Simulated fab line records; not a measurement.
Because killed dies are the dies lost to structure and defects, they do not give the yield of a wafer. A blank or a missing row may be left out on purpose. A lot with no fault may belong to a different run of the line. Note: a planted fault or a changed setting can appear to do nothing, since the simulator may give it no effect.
3 desks looking at one fault    flow n5-finfet    numbers are kept per desk, each desk with only its own; the story behind them comes last

## METROLOGY DESK
Lot by lot, what the gauges showed, no matter which tool ran the lot: averages of those sampled wafers that carry a number. If a lot's mean is further than 4 standard deviations from the usual mean, the lot is out of limits and carries the mark OUT (the distance appears in the brackets).
Columns: A = cd-nm at N5_BEOL_M5_CD_MEAS_28, usual 30.60 nm; B = V4_OVL at N5_BEOL_M5_OVL_MEAS_29, usual -0.3 nm
lot   first seen here  A      B
L248  day 9 21:53      30.76  -0.8
L251  day 11 03:21     30.65  -0.2
L254  day 12 01:40     30.62  0.4
L262  day 14 10:50     30.78  0.4
L265  day 14 22:06     30.72  -0.8
L270  day 15 15:07     30.64  -0.9
This desk's finding: nothing out of limits on any of the 6 lots.

## THE DEFECT DESK
Inspection counts along the route, by lot: the mean over sampled wafers that carry a number. If a lot's mean is further than 4 standard deviations from the usual mean, the lot is out of limits and carries the mark OUT (the distance appears in the brackets).
Columns: A = raw-defect-count at N5_BEOL_M5_INSPECT_30, usual 397
lot   first seen here  A
L248  day 9 21:59      340
L251  day 11 03:27     401
L254  day 12 01:46     385
L262  day 14 10:55     402
L265  day 14 22:11     416
L270  day 15 15:12     392
This desk's finding: nothing out of limits on any of the 6 lots.

## DESK OF THE TOOL OWNER: rie-diel-05
The tool's own readings at N5_BEOL_M5_VIA_ETCH_34 (etches SiCOH lowk in C4F6/O2, target depth 88.3 nm, time 39.2 s): means of the sampled wafers that have a number, for each lot that ran on this tool. If a lot's mean is further than 4 standard deviations from the usual mean, the lot is out of limits and carries the mark OUT (the distance appears in the brackets). Shown are 7 of the 8 readings it has, namely the first that went out of limits plus those furthest out on some lot.
Columns: A = bias-w at N5_BEOL_M5_VIA_ETCH_34, usual 184.9 W; B = oes_f_703_au at N5_BEOL_M5_VIA_ETCH_34, usual 0.80 a.u.; C = oes-product-au at N5_BEOL_M5_VIA_ETCH_34, usual 0.81 a.u.; D = rf-fwd-power-W at N5_BEOL_M5_VIA_ETCH_34, usual 340.8 W; E = rf-vpp-V at N5_BEOL_M5_VIA_ETCH_34, usual 671 V; F = showerhead-plenum-p-Torr at N5_BEOL_M5_VIA_ETCH_34, usual 2.84 Torr; G = throttle-valve-pct at N5_BEOL_M5_VIA_ETCH_34, usual 20.95 %
lot   first seen here  A      B     C     D                E               F     G
L248  day 9 22:11      184.6  0.70  0.69  341.1            665             2.94  21.09
L251  day 11 03:40     185.2  0.57  0.75  258.4 (-55) OUT  766 (+9.7) OUT  2.86  20.93
L254  day 12 01:59     185.2  0.61  0.81  258.3 (-55) OUT  763 (+9.4) OUT  2.85  21.02
This desk's finding: out of limits on L251, L254; first on L251, day 11 03:40 (rf-fwd-power-W at N5_BEOL_M5_VIA_ETCH_34). Within limits: L248.

## BROUGHT TOGETHER
An alarm could have come from the tool owner's desk at day 11 03:40, on L251, L254.
Nothing out of limits was seen by the metrology desk.
No out-of-limits result turned up at the defect desk.
The metrology desk holds a record of L251, L254, inside its limits.
The defect desk has L251, L254 on record, within its limits.
On rie-diel-05, each named lot ran N5_BEOL_M5_VIA_ETCH_34.

## WHAT THE SIMULATOR PUT IN
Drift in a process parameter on rie-diel-05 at N5_BEOL_M5_VIA_ETCH_34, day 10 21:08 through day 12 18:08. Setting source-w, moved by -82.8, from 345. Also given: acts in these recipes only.
Shown lots that were struck: L251, L254.
Time in hours from fault onset to the first out-of-limits reading at each desk: the tool owner's desk, 7.
